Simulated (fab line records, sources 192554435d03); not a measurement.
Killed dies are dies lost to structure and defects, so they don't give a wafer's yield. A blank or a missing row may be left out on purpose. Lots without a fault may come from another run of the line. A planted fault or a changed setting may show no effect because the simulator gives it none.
Chamber matching | flow n5_finfet | N5_BEOL_M0_SAQP_ALD_48 on ald_sin-04: 4 sister chambers
The step deposits SiO2, target thk 20 nm, pulse time 1 s, co reactant pulse time 1 s. 18 wafers are shown with their chamber, then 9 later ones without.

WAFERS WITH THEIR CHAMBER
wafer  | chamber | heater_power_w (W) | precursor_pulse_height_rel
L074.1 | 1       | 74                 | 0.981
L074.3 | 2       | 89                 | 1.016
L074.5 | 1       | 74                 | 1.000
L076.3 | 3       | 87                 | 0.982
L076.4 | 2       | 87                 | 0.996
L076.6 | 1       | 73                 | 0.975
L080.2 | 3       | 84                 | 1.015
L080.3 | 0       | 73                 | 1.040
L080.4 | 2       | 89                 | 0.976
L082.2 | 2       | 91                 | 0.983
L082.3 | 1       | 73                 | 1.020
L082.4 | 3       | 85                 | 1.012
L081.2 | 2       | 89                 | 1.001
L081.3 | 0       | 72                 | 0.981
L081.5 | 0       | 72                 | 1.001
L083.1 | 3       | 85                 | 1.015
L083.2 | 1       | 76                 | 0.984
L083.4 | 0       | 72                 | 0.987

SIGNATURES (means of the wafers above)
reading                    | chamber 0 | chamber 1 | chamber 2 | chamber 3 | scatter within a chamber
heater_power_w             | 72.25     | 74.00     | 89.00     | 85.25     | 1.18
precursor_pulse_height_rel | 1.00225   | 0.99200   | 0.99440   | 1.00600   | 0.0193
Rule: a wafer's distance from a chamber is the root of the sum, over the readings, of the square of ((its reading less the chamber's mean) divided by the reading's scatter). The wafer belongs to the nearest chamber; if the next one is less than 2 further off, it can't be placed. The scatter: the root of (the sum of the squares of (reading less its chamber's mean) over the shown wafers, divided by (wafers less chambers)).

WAFERS WITHOUT THEIR CHAMBER
wafer  | heater_power_w (W) | precursor_pulse_height_rel
L088.2 | 71                 | 1.033
L088.3 | 85                 | 1.002
L088.5 | 73                 | 0.982
L094.3 | 87                 | 1.012
L094.4 | 88                 | 0.953
L094.5 | 70                 | 0.997
L091.1 | 86                 | 0.998
L091.2 | 72                 | 0.995
L091.3 | 76                 | 0.994

WHICH CHAMBER EACH WENT THROUGH
wafer  | from the rows above     | in truth
L088.2 | can't be placed: 0 or 1 | 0
L088.3 | 3                       | 3
L088.5 | can't be placed: 1 or 0 | 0
L094.3 | can't be placed: 3 or 2 | 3
L094.4 | can't be placed: 2 or 3 | 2
L094.5 | can't be placed: 0 or 1 | 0
L091.1 | can't be placed: 3 or 2 | 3
L091.2 | can't be placed: 0 or 1 | 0
L091.3 | can't be placed: 1 or 0 | 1
Placed correctly: 1 of 9. Can't be placed from these rows: 8 (the true chamber is among the candidates in 8). Placed wrongly: 0.
